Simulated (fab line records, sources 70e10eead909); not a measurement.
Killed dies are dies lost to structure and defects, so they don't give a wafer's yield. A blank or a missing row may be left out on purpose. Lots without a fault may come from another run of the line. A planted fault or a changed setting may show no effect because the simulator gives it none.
fab line records | flow nand_harc
record lots=6 wafers=18 last_day=33
route steps=1302 shown A_CHANNEL_HOLE_D1@454 END@1302
lots that met no fault: from a run of the same line without faults
start_h: hours from the record's first day to the start of the lot's first wafer shown | wait_h: hours since the lot's step before | " the same as in the row above | L1.1+2: a row that stands for several wafers | - no value, or no start given | * or withheld: withheld | < > ~ a bound
route shown NAME@n: a module of which the file shows steps, and the number in the route of the first | usual: mean/standard deviation of fault-free wafers | same: alike in all rows | chamber/n: place in a boat | sites: the reading at each site | _std_site: their standard deviation | _edge_site: outer sites' mean less inner sites' | radius_mm: how far each site lies from the wafer's centre | mask NAME#n: copy n | behind: the tool/chamber that last shaped the wafer | hold: why the lot was held/for how many hours/how that ended | device: the transistor (n, p or np) that didn't switch | end of line: the same wafers' tests at the end of the route | a step without rows: its recipe alone | killed: dies lost to structure and defects at the first sort, not the wafer's yield | map: a wafer's dies, x killed, . not, _ none there
set.NAME: the setting as run; set.NAME@STEP: as run at that earlier step | model.NAME: the simulator's own value behind a step, which no gauge read
lots at some steps of the route; a table a step, a row a wafer
services: from which hour (start_h, from the record's first day; less than 0 if before it) a tool's chamber was out of use, for how many hours, and why
## steps
# step NHARC_A_CHANNEL_HOLE_D1_COAT_36
# recipe temp_c=260 time_s=75
# step NHARC_A_CHANNEL_HOLE_D1_COAT_37
# recipe temp_c=225 time_s=65
# step NHARC_A_CHANNEL_HOLE_D1_COAT_04
# recipe spin_rpm=1500 resist_thk_nm=90
# step NHARC_A_CHANNEL_HOLE_D1_SOFTBAKE_05
# recipe temp_c=105 time_s=55
# step NHARC_A_CHANNEL_HOLE_D1_EBR_06
# step NHARC_A_CHANNEL_HOLE_D1_EXPOSE_07
# recipe na=1.35 target_cd_nm=100 sigma_outer=0.3 dose_mj=59.65 mask_id=HOLE_D1
# step NHARC_A_CHANNEL_HOLE_D1_PEB_08
# recipe peb_temp_c=100 peb_time_s=65
# step NHARC_A_CHANNEL_HOLE_D1_DEVELOP_09
# recipe develop_time_s=35 dev_temp_c=23
# step NHARC_A_CHANNEL_HOLE_D1_CD_MEAS_10
# recipe target_cd_nm=100 landing_energy_ev=500
# usual cd_nm=100.0/0.52
# columns lot.wafer tool chamber start_h wait_h cd_nm
L892.2 cd_sem-03 0 213.41 - 100.1
L892.5 " 0 " " 100.6
L892.6 " 0 " " 100.1
L896.1 cd_sem-03 0 270.44 - 99.7
L896.3 " 0 " " 100.0
L896.6 " 0 " " 99.3
L897.1 cd_sem-02 0 273.04 - 100.8
L897.4 " 0 " " 101.2
L897.5 " 0 " " 100.8
L900.1 cd_sem-02 0 297.60 - 100.3
L900.3 " 0 " " 100.4
L900.4 " 0 " " 100.2
L908.3 cd_sem-03 0 378.67 - 99.6
L908.4 " 0 " " 99.9
L908.6 " 0 " " 100.3
L911.1 cd_sem-01 0 412.79 - 99.9
L911.4 " 0 " " 98.9
L911.5 " 0 " " 99.6
# step NHARC_A_CHANNEL_HOLE_D1_OVL_MEAS_11
# usual overlay_x_nm=-0.1/0.87 overlay_y_nm=0.1/0.81
# columns lot.wafer tool chamber start_h wait_h overlay_x_nm overlay_y_nm
L892.2 overlay-01 - 213.49 - 1.2 0.4
L892.5 " - " " 1.2 1.0
L892.6 " - " " 1.0 0.1
L896.1 overlay-02 - 270.53 - 0.7 -0.1
L896.3 " - " " 0.9 -0.3
L896.6 " - " " 0.4 -0.1
L897.1 overlay-01 - 273.13 - 1.3 1.5
L897.4 " - " " 1.4 1.3
L897.5 " - " " 1.6 2.0
L900.1 overlay-02 - 297.69 - 0.2 1.2
L900.3 " - " " -0.4 1.1
L900.4 " - " " -0.6 1.8
L908.3 overlay-01 - 378.75 - -0.4 0.5
L908.4 " - " " 0.2 0.2
L908.6 " - " " 0.0 0.5
L911.1 overlay-01 - 412.87 - 1.7 -0.7
L911.4 " - " " 1.7 -1.1
L911.5 " - " " 1.0 -0.7
# step NHARC_A_CHANNEL_HOLE_D1_INSPECT_12
# usual raw_defect_count=6.0/2.9
# columns lot.wafer tool chamber start_h wait_h raw_defect_count
L892.2 defect_inspect-01 - 213.53 0.0 2
L892.5 " - " " 6
L892.6 " - " " 5
L896.1 defect_inspect-01 - 270.57 0.0 4
L896.3 " - " " 8
L896.6 " - " " 10
L897.1 defect_inspect-01 - 273.17 0.0 7
L897.4 " - " " 3
L897.5 " - " " 16
L900.1 defect_inspect-02 - 297.73 0.0 4
L900.3 " - " " 6
L900.4 " - " " 8
L908.3 defect_inspect-02 - 378.79 0.0 8
L908.4 " - " " 8
L908.6 " - " " 9
L911.1 defect_inspect-02 - 412.91 0.0 6
L911.4 " - " " 3
L911.5 " - " " 3
# step NHARC_A_CHANNEL_HOLE_D1_DESCUM_15
# recipe time_s=3 o2_flow_sccm=200 ar_flow_sccm=0 bias_power_w=0 chemistry=O2
# usual drypump_motor_current_A=5.7/0.45 mfc_ar_sccm=0.009/0.012 oes_product_au=0.997/0.011 rf_vpp_V=58.1/0.95 showerhead_plenum_p_Torr=1.97/0.089 throttle_valve_pct=11.311/0.0091
# columns lot.wafer tool chamber start_h wait_h drypump_motor_current_A mfc_ar_sccm oes_product_au rf_hours_counter_h rf_vpp_V showerhead_plenum_p_Torr throttle_valve_pct
L892.2 rie_diel-11 3 213.60 0.1 6.2 0.018 0.996 11 56.6 2.00 11.317
L892.5 " 2 " " 6.3 0 0.990 - 59.3 2.00 11.310
L892.6 " 3 " " 6.2 0.018 1.005 - 59.0 2.00 11.307
L896.3 rie_diel-11 1 270.64 0.1 5.0 0.000 0.986 0 59.2 2.06 11.316
L896.1 " 2 " " 6.3 0 0.997 0 57.2 2.00 11.330
L896.6 " 1 " " 5.0 0.000 0.988 - 56.7 2.06 11.302
L897.1 rie_diel-11 0 273.24 0.1 5.4 0 1.001 1 57.3 1.78 11.316
L897.4 " 2 " " 6.3 0 0.988 1 57.5 2.00 11.320
L897.5 " 0 " " 5.4 0 1.003 - 57.7 1.78 11.327
L900.3 rie_diel-11 2 297.79 0.1 6.3 0 1.012 4 57.9 2.00 11.314
L900.1 " 3 " " 6.2 0.018 1.015 4 57.2 2.00 11.294
L900.4 " 1 " " 5.0 0.000 0.985 3 58.3 2.05 11.305
L908.4 rie_diel-13 1 378.86 0.1 5.9 0.028 1.004 10 57.9 2.04 11.294
L908.3 " 2 " " 5.5 0.041 1.007 9 58.8 1.93 11.298
L908.6 " 1 " " 5.9 0.028 1.010 - 59.1 2.04 11.306
L911.4 rie_diel-11 0 412.99 0.1 5.4 0 0.998 13 56.9 1.77 11.314
L911.1 " 1 " " 5.0 0.000 0.979 12 59.4 2.05 11.314
L911.5 " 2 " " 6.3 0 0.991 - 60.3 1.99 11.303
# step NHARC_A_CHANNEL_HOLE_D1_ETCH_38
# recipe target_depth_a=390 over_etch_frac=0.3 time_s=65 ion_energy_ev=80 cf4_flow_sccm=150 ar_flow_sccm=0 rf_w=300 bias_w=100 chemistry=CF4
# usual cf4_flow_sccm=150.0/0.42 drypump_motor_current_A=5.7/0.47 mfc_ar_sccm=0.008/0.012 oes_product_au=0.998/0.011 rf_vpp_V=151.8/1.4 showerhead_plenum_p_Torr=1.82/0.079 throttle_valve_pct=13.285/0.0094
# same over_etch_frac=0.3
# columns lot.wafer tool chamber start_h wait_h cf4_flow_sccm drypump_motor_current_A mfc_ar_sccm oes_product_au rf_hours_counter_h rf_vpp_V showerhead_plenum_p_Torr throttle_valve_pct
L892.2 rie_diel-11 2 213.70 0.1 149.3 6.3 0 0.989 11 151.3 1.84 13.282
L892.5 " 3 " " 149.7 6.2 0.018 0.998 - 152.2 1.85 13.297
L892.6 " 0 " " 149.7 5.4 0 1.004 - 149.9 1.65 13.293
L896.3 rie_diel-11 1 270.71 0.1 150.1 5.0 0.000 0.995 0 153.0 1.89 13.280
L896.1 " 3 " " 150.4 6.2 0.018 1.008 0 153.6 1.85 13.276
L896.6 " 1 " " 150.1 5.0 0.000 0.994 - 152.9 1.89 13.295
L897.4 rie_diel-11 2 273.32 0.1 149.7 6.3 0 1.000 1 153.0 1.84 13.280
L897.1 " 0 " " 150.4 5.4 0 0.869 1 150.1 1.65 13.272
L897.5 " 2 " " 149.4 6.3 0 0.997 - 152.2 1.84 13.271
L900.4 rie_diel-11 2 297.87 0.1 149.8 6.3 0 0.992 4 151.2 1.84 13.295
L900.3 " 0 " " 149.5 5.4 0 0.865 4 149.1 1.65 13.284
L900.1 " 1 " " 149.9 5.0 0.000 0.998 3 153.6 1.89 13.286
L908.4 rie_diel-13 3 378.94 0.1 149.9 5.9 0.016 1.015 9 152.5 1.79 13.294
L908.3 " 1 " " 150.4 5.9 0.028 0.994 10 152.9 1.88 13.274
L908.6 " 3 " " 150.7 5.9 0.016 0.999 - 150.7 1.79 13.296
L911.1 rie_diel-11 0 413.06 0.1 150.4 5.4 0 0.998 13 150.8 1.65 13.292
L911.4 " 2 " " 149.6 6.3 0 1.002 13 153.4 1.84 13.263
L911.5 " 0 " " 150.5 5.4 0 1.007 - 149.2 1.65 13.275
# step NHARC_A_CHANNEL_HOLE_D1_ETCH_39
# recipe target_depth_a=2600 over_etch_frac=0.3 time_s=325 ion_energy_ev=200 n2_flow_sccm=150 h2_flow_sccm=150 ar_flow_sccm=0 rf_w=400 bias_w=150 chemistry=N2/H2
# usual drypump_motor_current_A=5.7/0.45 mfc_ar_sccm=0.008/0.012 oes_product_au=0.997/0.012 rf_vpp_V=432.1/2.8 showerhead_plenum_p_Torr=2.09/0.099 throttle_valve_pct=14.169/0.0088
# same over_etch_frac=0.3
# columns lot.wafer tool chamber start_h wait_h drypump_motor_current_A mfc_ar_sccm oes_product_au rf_hours_counter_h rf_vpp_V showerhead_plenum_p_Torr throttle_valve_pct
L892.2 rie_diel-11 0 - - 5.4 0 0.994 11 425.1 1.89 14.175
L892.6 " 2 " " 6.3 0 0.977 - 433.3 2.13 14.157
L892.5 " 3 " " 6.2 0.018 0.994 - 433.1 2.14 14.174
L896.1 rie_diel-11 3 - - 6.2 0.018 1.013 0 433.2 2.14 14.162
L896.3 " 0 " " 5.4 0 1.001 0 427.6 1.89 14.176
L896.6 " 3 " " 6.2 0.018 1.009 - 433.2 2.14 14.177
L897.1 rie_diel-11 0 - - 5.4 0 1.003 1 427.5 1.89 14.168
L897.4 " 2 " " 6.3 0 0.999 1 433.2 2.13 14.154
L897.5 " 0 " " 5.4 0 1.002 - 424.9 1.89 14.176
L900.1 rie_diel-11 1 - - 5.0 0.000 0.988 3 434.1 2.19 14.171
L900.3 " 2 " " 6.3 0 1.005 4 433.1 2.13 14.185
L900.4 " 0 " " 5.4 0 1.012 4 424.4 1.89 14.177
L908.3 rie_diel-13 0 - - 5.2 0 0.983 9 432.3 2.09 14.172
L908.4 " 2 " " 5.5 0.041 1.002 10 431.6 2.06 14.164
L908.6 " 0 " " 5.3 0 0.983 - 432.2 2.09 14.174
L911.4 rie_diel-11 0 - - 5.4 0 1.000 13 426.8 1.89 14.168
L911.1 " 2 " " 6.3 0 0.996 13 433.2 2.13 14.166
L911.5 " 3 " " 6.2 0.018 1.008 - 432.9 2.13 14.164
# step NHARC_END_SORT_01
# recipe temp_c=25
# usual killed_at_array=55/19 killed_at_other=0.8/1.1 killed_at_periphery=4.0/2.6 killed_dies=60/20 killed_open=3.4/1.7 killed_short=2.6/1.5
# same gross_dies=677
# columns lot.wafer tool chamber start_h wait_h killed_at_array killed_at_other killed_at_periphery killed_dies killed_open killed_short
L892.2 prober-01 0 592.79 2.8 91 0 1 92 4 5
L892.5 prober-01 0 595.16 3.7 75 0 3 78 4 1
L892.6 prober-01 0 595.95 3.9 98 1 2 101 1 2
L896.1 prober-01 0 652.88 2.5 33 0 10 43 3 2
L896.3 prober-01 0 654.47 3.1 38 0 3 41 3 2
L896.6 prober-01 0 656.86 4.0 41 0 2 43 1 3
L897.1 prober-02 0 658.18 2.5 74 2 3 79 4 2
L897.4 prober-02 0 660.58 3.4 72 1 5 78 2 4
L897.5 prober-02 0 661.38 3.7 79 2 4 85 2 3
L900.1 prober-01 0 674.59 2.5 46 1 1 48 3 5
L900.3 prober-01 0 676.19 3.1 48 1 4 53 6 0
L900.4 prober-01 0 676.99 3.4 55 0 3 58 3 2
L908.3 prober-01 0 763.80 3.1 28 0 5 33 4 0
L908.4 prober-01 0 764.60 3.4 32 0 6 38 6 2
L908.6 prober-01 0 766.18 4.0 30 0 4 34 2 2
L911.1 prober-02 0 790.95 2.5 34 3 2 39 9 2
L911.4 prober-02 0 793.36 3.4 42 2 2 46 3 4
L911.5 prober-02 0 794.17 3.7 48 0 3 51 5 1
# killed by level:class
L892.2 A_SLIT:chamber_film_flake=29 A_CHANNEL_HOLE_D2:chamber_film_flake=19 A_CHANNEL_HOLE_D1:chamber_film_flake=19 A_CONTACT:chamber_film_flake=8 A_STAIRCASE:chamber_film_flake=6 A_CHANNEL_FILL_D2:geometric_particle:short=2 P_GATE:geometric_particle:open=1 A_ONON_D1:geometric_particle:short=1
L892.5 A_SLIT:chamber_film_flake=26 A_CHANNEL_HOLE_D1:chamber_film_flake=19 A_CHANNEL_HOLE_D2:chamber_film_flake=16 A_CONTACT:chamber_film_flake=5 A_STAIRCASE:chamber_film_flake=4 A_SGD_CUT:geometric_particle:open=3 P_M0:geometric_particle:open=1 A_SGD_CUT:geometric_particle:short=1
L892.6 A_SLIT:chamber_film_flake=32 A_CHANNEL_HOLE_D1:chamber_film_flake=27 A_CHANNEL_HOLE_D2:chamber_film_flake=24 A_CONTACT:chamber_film_flake=5 A_STAIRCASE:chamber_film_flake=4 A_WL_FILL:chamber_film_flake=3 P_CONTACT:geometric_particle:open=1 A_ONON_D2:geometric_particle:short=1
L896.1 A_CHANNEL_HOLE_D2:chamber_film_flake=12 A_CHANNEL_HOLE_D1:chamber_film_flake=7 P_ZERO_WELL:chamber_film_flake=6 P_M1:chamber_film_flake=3 A_DECK1_JOINT:chamber_film_flake=2 A_SLIT:chamber_film_flake=2 A_WL_FILL:chamber_film_flake=2 A_CONTACT:chamber_film_flake=2
L896.3 A_CHANNEL_HOLE_D2:chamber_film_flake=18 A_CHANNEL_HOLE_D1:chamber_film_flake=7 A_SLIT:chamber_film_flake=4 A_CONTACT:chamber_film_flake=4 P_ZERO_WELL:chamber_film_flake=2 P_CONTACT:geometric_particle:short=1 A_ONON_D1:geometric_particle:open=1 A_CHANNEL_FILL_D1:geometric_particle:open=1
L896.6 A_CHANNEL_HOLE_D2:chamber_film_flake=18 A_CHANNEL_HOLE_D1:chamber_film_flake=10 A_WL_FILL:chamber_film_flake=6 A_CONTACT:chamber_film_flake=2 A_SGD_CUT:geometric_particle:short=1 A_WL_FILL:geometric_particle:short=1 A_CONTACT:geometric_particle:short=1 A_M0:geometric_particle:open=1
L897.1 A_CHANNEL_HOLE_D1:chamber_film_flake=35 A_SLIT:chamber_film_flake=26 P_ZERO_WELL:chamber_film_flake=3 A_CHANNEL_HOLE_D2:chamber_film_flake=3 A_CHANNEL_FILL_D2:geometric_particle:short=2 A_M0:geometric_particle:open=2 A_CHANNEL_FILL_D1:chamber_film_flake=2 THIN_TSV:chamber_film_flake=2
L897.4 A_SLIT:chamber_film_flake=32 A_CHANNEL_HOLE_D1:chamber_film_flake=24 A_CHANNEL_HOLE_D2:chamber_film_flake=8 A_CONTACT:chamber_film_flake=4 P_STI:geometric_particle:short=1 P_GATE:geometric_particle:short=1 P_CONTACT:geometric_particle:open=1 A_DECK1_JOINT:geometric_particle:short=1
L897.5 A_SLIT:chamber_film_flake=31 A_CHANNEL_HOLE_D1:chamber_film_flake=29 A_CHANNEL_HOLE_D2:chamber_film_flake=10 P_BONDPAD:chamber_film_flake=2 A_STAIRCASE:chamber_film_flake=2 A_CONTACT:chamber_film_flake=2 THIN_TSV:chamber_film_flake=2 P_CONTACT:geometric_particle:open=1
L900.1 A_SLIT:chamber_film_flake=33 A_CHANNEL_HOLE_D1:chamber_film_flake=3 A_CHANNEL_HOLE_D1:geometric_particle:short=2 A_CHANNEL_FILL_D1:geometric_particle:short=2 A_CONTACT:chamber_film_flake=2 P_CONTACT:geometric_particle:open=1 A_DECK1_JOINT:geometric_particle:open=1 A_BLC:geometric_particle:short=1
L900.3 A_SLIT:chamber_film_flake=31 A_CHANNEL_HOLE_D1:chamber_film_flake=7 A_CONTACT:chamber_film_flake=3 P_M0:geometric_particle:open=2 A_CHANNEL_FILL_D2:chamber_film_flake=2 A_WL_FILL:geometric_particle:open=1 A_BLC:geometric_particle:open=1 A_M0:geometric_particle:open=1
L900.4 A_SLIT:chamber_film_flake=25 A_CHANNEL_HOLE_D1:chamber_film_flake=12 A_STAIRCASE:chamber_film_flake=9 A_CONTACT:chamber_film_flake=6 P_CONTACT:geometric_particle:short=1 P_CONTACT:geometric_particle:open=1 A_DECK1_JOINT:geometric_particle:open=1 A_ONON_D2:geometric_particle:open=1
L908.3 A_CHANNEL_HOLE_D1:chamber_film_flake=9 A_CONTACT:chamber_film_flake=5 P_M0:chamber_film_flake=3 A_STAIRCASE:chamber_film_flake=3 A_ZERO_WELL:chamber_film_flake=2 A_CHANNEL_HOLE_D2:chamber_film_flake=2 A_CHANNEL_FILL_D2:chamber_film_flake=2 A_SLIT:chamber_film_flake=2
L908.4 A_CHANNEL_HOLE_D1:chamber_film_flake=10 A_SLIT:chamber_film_flake=6 A_STAIRCASE:chamber_film_flake=3 A_CONTACT:chamber_film_flake=3 A_ONON_D2:geometric_particle:open=2 P_M0:chamber_film_flake=2 P_STI:geometric_particle:open=1 P_M0:geometric_particle:open=1
L908.6 A_CHANNEL_HOLE_D1:chamber_film_flake=14 A_SLIT:chamber_film_flake=5 P_M0:chamber_film_flake=3 A_CHANNEL_FILL_D2:chamber_film_flake=3 A_SGD_CUT:geometric_particle:short=2 A_STAIRCASE:chamber_film_flake=2 P_CONTACT:geometric_particle:open=1 A_ONON_D1:geometric_particle:open=1
L911.1 A_CHANNEL_HOLE_D1:chamber_film_flake=11 A_SLIT:chamber_film_flake=8 A_CONTACT:chamber_film_flake=7 P_M1:geometric_particle:open=2 A_M0:geometric_particle:open=2 THIN_TSV:chamber_film_flake=2 A_CHANNEL_FILL_D1:geometric_particle:open=1 A_DECK1_JOINT:geometric_particle:short=1
L911.4 A_CHANNEL_HOLE_D1:chamber_film_flake=19 A_SLIT:chamber_film_flake=9 A_CONTACT:chamber_film_flake=7 THIN_TSV:chamber_film_flake=2 A_ONON_D1:geometric_particle:open=1 A_CHANNEL_HOLE_D1:geometric_particle:short=1 A_CHANNEL_HOLE_D1:geometric_particle:open=1 A_CHANNEL_FILL_D1:geometric_particle:short=1
L911.5 A_CHANNEL_HOLE_D1:chamber_film_flake=19 A_SLIT:chamber_film_flake=13 A_CONTACT:chamber_film_flake=9 P_CONTACT:geometric_particle:open=1 P_M0:geometric_particle:open=1 A_CHANNEL_HOLE_D1:geometric_particle:open=1 A_CHANNEL_FILL_D1:geometric_particle:open=1 A_CHANNEL_FILL_D1:geometric_particle:short=1
## services
# columns tool chamber start_h hours kind
rie_diel-11 0 210.16 - clean
rie_diel-11 1 210.16 - clean
rie_diel-11 2 210.16 - clean
rie_diel-11 3 210.16 - clean
rie_diel-11 0 234.66 - clean
rie_diel-11 1 234.66 - clean
rie_diel-11 2 234.66 - clean
rie_diel-11 3 234.66 - clean
rie_diel-11 - 255.50 9.0 pm
rie_diel-11 0 255.50 9.0 vent_cycle
rie_diel-11 1 255.50 9.0 vent_cycle
rie_diel-11 2 255.50 9.0 vent_cycle
rie_diel-11 3 255.50 9.0 vent_cycle
rie_diel-11 0 264.50 - clean
rie_diel-11 1 264.50 - clean
rie_diel-11 2 264.50 - clean
rie_diel-11 3 264.50 - clean
rie_diel-11 1 275.12 7.7 repair
rie_diel-11 0 289.00 - clean
rie_diel-11 1 289.00 - clean
rie_diel-13 3 290.32 11.8 repair
rie_diel-13 0 332.37 2.7 repair
rie_diel-13 - 342.00 9.0 pm
rie_diel-11 3 362.33 4.3 repair
## key
first_sign step=NHARC_A_CHANNEL_HOLE_D1_ETCH_38 reading=oes_product_au direction=down sigmas=12 usual=0.998 struck=0.867
effect none on later readings
met_at NHARC_A_CHANNEL_HOLE_D1_ETCH_38
struck_wafers L897.1,L900.3
tester_left_out L897,L900
onset_between 213.70 273.32
fault kind=process_parameter_drift tool=rie_diel-11 chamber=0 onset_h=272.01 steps=NHARC_A_CHANNEL_HOLE_D1_ETCH_38 channel=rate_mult offset=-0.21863 shape=step end_h=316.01
# tester_left_out: of these lots the tester's yield and bins aren't shown, on N5 and GAA mostly nor the transistor test; their killed dies are dies lost to structure and defects alone, not to doping, threshold or leakage, so they don't give the yield
